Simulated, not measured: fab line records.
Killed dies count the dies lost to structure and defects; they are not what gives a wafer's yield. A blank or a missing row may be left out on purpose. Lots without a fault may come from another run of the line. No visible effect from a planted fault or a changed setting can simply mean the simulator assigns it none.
Split-lot experiment    flow n5Finfet    7 lots, 39 wafers read, on a route of 1938 steps

ON THE SPLIT
At N5_BEOL_M15_SPUTTER_43 (material TaN, target thk 15 nm, time 24.19 s), the setting targetThkA was moved away from the recipe's 150 angstrom on 15 of the 39 wafers read, by -45.9% to +58.9%. The other wafers ran this setting at the recipe's value.

FROM THE SPLIT TO THE READING: what the file shows between them, 4 steps
- N5_BEOL_M15_SPUTTER_44: material Ta, target thk 15 nm, time 24.19 s
- N5_BEOL_M15_SPUTTER_45: material Cu, target thk 100 nm, time 16.67 s
- N5_BEOL_M15_ECD_47: material Cu, target thk 1860 nm
- N5_BEOL_M15_ANNEAL_48: time 90 s

THE READING
barrierFieldEndpointS, in s, at N5_BEOL_M15_CMP_49 (polishes, stops on SiO2, t overpolish 4.9 s, target thk 850 nm). Fault-free wafers of this fab line usually give 11.36 s, standard deviation 0.26 s.

wafer   tool, chamber at the split  targetThkA as run, angstrom  against the recipe  barrierFieldEndpointS, s  against lot-mates on the recipe
L080.1  pvdSputter-01, -            238.4                        +58.9%              14.95                     +3.32
L080.4  pvdSputter-01, -            150                          recipe              11.75                     -
L080.3  pvdSputter-01, -            238.4                        +58.9%              15.14                     +3.51
L080.2  pvdSputter-01, -            150                          recipe              11.93                     -
L080.5  pvdSputter-01, -            150                          recipe              11.21                     -
L080.6  pvdSputter-01, -            238.4                        +58.9%              15.06                     +3.43
L083.2  pvdSputter-02, -            150                          recipe              11.98                     -
L083.1  pvdSputter-02, -            150                          recipe              11.26                     -
L083.3  pvdSputter-02, -            150                          recipe              11.53                     -
L083.4  pvdSputter-02, -            150                          recipe              11.57                     -
L083.6  pvdSputter-02, -            150                          recipe              11.87                     -
L083.5  pvdSputter-02, -            150                          recipe              11.77                     -
L089.3  pvdSputter-02, -            110.6                        -26.3%              9.97                      -1.69
L089.1  pvdSputter-02, -            150                          recipe              11.75                     -
L089.2  pvdSputter-02, -            110.6                        -26.3%              10.46                     -1.20
L089.4  pvdSputter-02, -            150                          recipe              11.46                     -
L089.5  pvdSputter-02, -            110.6                        -26.3%              10.12                     -1.54
L089.6  pvdSputter-02, -            150                          recipe              11.76                     -
L090.2  pvdSputter-01, -            150                          recipe              11.39                     -
L090.4  pvdSputter-01, -            237.3                        +58.2%              14.72                     +3.30
L090.1  pvdSputter-01, -            150                          recipe              11.50                     -
L090.3  pvdSputter-01, -            237.3                        +58.2%              14.96                     +3.54
L090.6  pvdSputter-01, -            237.3                        +58.2%              14.66                     +3.24
L090.5  pvdSputter-01, -            150                          recipe              11.37                     -
L092.3  pvdSputter-03, -            150                          recipe              11.06                     -
L092.4  pvdSputter-03, -            150                          recipe              11.17                     -
L092.2  pvdSputter-03, -            81.08                        -45.9%              8.38                      -2.75
L092.1  pvdSputter-03, -            150                          recipe              11.15                     -
L092.6  pvdSputter-03, -            81.08                        -45.9%              8.59                      -2.54
L092.5  pvdSputter-03, -            81.08                        -45.9%              8.63                      -2.50
L094.1  pvdSputter-03, -            150                          recipe              11.30                     -
L094.4  pvdSputter-03, -            150                          recipe              11.00                     -
L094.3  pvdSputter-03, -            150                          recipe              11.32                     -
L094.2  pvdSputter-03, -            119.9                        -20.1%              9.92                      -1.29
L094.6  pvdSputter-03, -            119.9                        -20.1%              10.02                     -1.19
L094.5  pvdSputter-03, -            119.9                        -20.1%              9.94                      -1.27
L091.2  pvdSputter-01, -            150                          recipe              11.49                     -
L091.4  pvdSputter-01, -            150                          recipe              11.37                     -
L091.6  pvdSputter-01, -            150                          recipe              11.46                     -

FIT RESULTS
A straight line over all 39 wafers: barrierFieldEndpointS changes by +0.0599 s for each +1% of targetThkA; r = +0.99; the points scatter about the line by 0.27 s.
The same after taking each lot's own level away (the mean of its wafers on the recipe; 39 wafers): +0.0576 s for each +1%; r = +0.99; scatter 0.17 s.
That fit puts the effect of the largest move of targetThkA on the reading at 3.4 s.
The lots' own levels span 11.127 to 11.663 s, that is 2.1 times the standard deviation above.
So the lot-to-lot level changes the slope little: the two slopes agree.
Check: +3.41 s against its lot-mates is what the line predicts for one of the wafers moved furthest among these (+58.9%) when that wafer is left out of the fit. It came out at +3.32 s against them.

THESE WAFERS: OTHER SPLITS
Before the reading, these wafers also passed through other splits. Each is held against what the fit with the lots' levels taken away leaves over:
other split on the same wafers           wafers away from the commonest value  r with barrierFieldEndpointS (lot level and that fit taken away)
N5_BEOL_M10_TRENCH_ETCH_37 targetDepthA  15                                    -0.11
N5_BEOL_M14_DESCUM_33 timeS              18                                    +0.12

THE WHOLE CHAIN: every reading that the file lists as answering this split, in the file's order
step                    what it does                                                    reading                                                                            change (the file's fit)                r (the file's)
N5_BEOL_M15_SPUTTER_43  material TaN, target thk 15 nm, time 24.19 s                    TaN_of_BEOL_M15_SPUTTER_43.thkNm (the simulator's own value, which no gauge read)  +0.148 nm for each +1% of the setting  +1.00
N5_BEOL_M15_CMP_49      polishes, stops on SiO2, t overpolish 4.9 s, target thk 850 nm  barrierFieldEndpointS                                                              +0.0576 s for each +1% of the setting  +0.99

THE FILE'S OWN FIT
barrierFieldEndpointS changes by +0.0576 s for each +1% of targetThkA, r = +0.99.
